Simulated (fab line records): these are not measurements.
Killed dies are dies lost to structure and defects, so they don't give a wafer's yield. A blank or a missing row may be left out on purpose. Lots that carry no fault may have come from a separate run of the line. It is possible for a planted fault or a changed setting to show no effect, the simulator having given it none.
Chamber matching + flow n5-finfet + rie-diel-01 running N5_BEOL_M7_STRIP_36: 4 sister chambers
The step strips in N2/H2. 8 wafers are shown with their chamber, then 8 later ones without.

WAFERS PAIRED WITH THEIR CHAMBERS
| wafer  | chamber | drypump-motor-current-A (A) | showerhead-plenum-p-Torr (Torr) |
|--------|---------|-----------------------------|---------------------------------|
| L082.4 | 0       | 5.8                         | 2.68                            |
| L085.5 | 2       | 4.8                         | 2.45                            |
| L085.6 | 1       | 5.7                         | 2.54                            |
| L087.1 | 1       | 5.7                         | 2.54                            |
| L087.2 | 0       | 5.8                         | 2.67                            |
| L089.1 | 2       | 4.9                         | 2.45                            |
| L089.6 | 3       | 5.5                         | 2.57                            |
| L092.2 | 3       | 5.5                         | 2.57                            |

WAFERS MISSING THEIR CHAMBER
| wafer  | drypump-motor-current-A (A) | showerhead-plenum-p-Torr (Torr) |
|--------|-----------------------------|---------------------------------|
| L092.4 | 5.5                         | 2.57                            |
| L092.5 | 5.5                         | 2.57                            |
| L095.2 | 5.5                         | 2.56                            |
| L095.4 | 5.8                         | 2.67                            |
| L095.5 | 5.7                         | 2.53                            |
| L096.1 | 5.5                         | 2.56                            |
| L096.3 | 5.8                         | 2.66                            |
| L096.6 | 4.9                         | 2.44                            |

WHICH CHAMBER EACH WENT THROUGH
| wafer  | from the rows above | in truth |
|--------|---------------------|----------|
| L092.4 | 3                   | 3        |
| L092.5 | 3                   | 3        |
| L095.2 | 3                   | 3        |
| L095.4 | 0                   | 0        |
| L095.5 | 1                   | 1        |
| L096.1 | 3                   | 3        |
| L096.3 | 0                   | 0        |
| L096.6 | 2                   | 2        |
Correct placement for 8 of the 8. Left unplaced by these rows: 0. Placed wrongly: 0.
How it was worked out, from the rows above alone: a wafer's distance from a chamber is the root of the sum, over the readings, of the square of ((its reading less the chamber's mean) divided by the reading's scatter). The wafer belongs to the nearest chamber; if the next one is less than 2 further off, it can't be placed. Each chamber's mean is taken over the wafers shown for it. How the scatter is found: for the shown wafers, subtract from each reading the mean of its chamber, square and add these, divide the total by (wafers less chambers), then take the root.
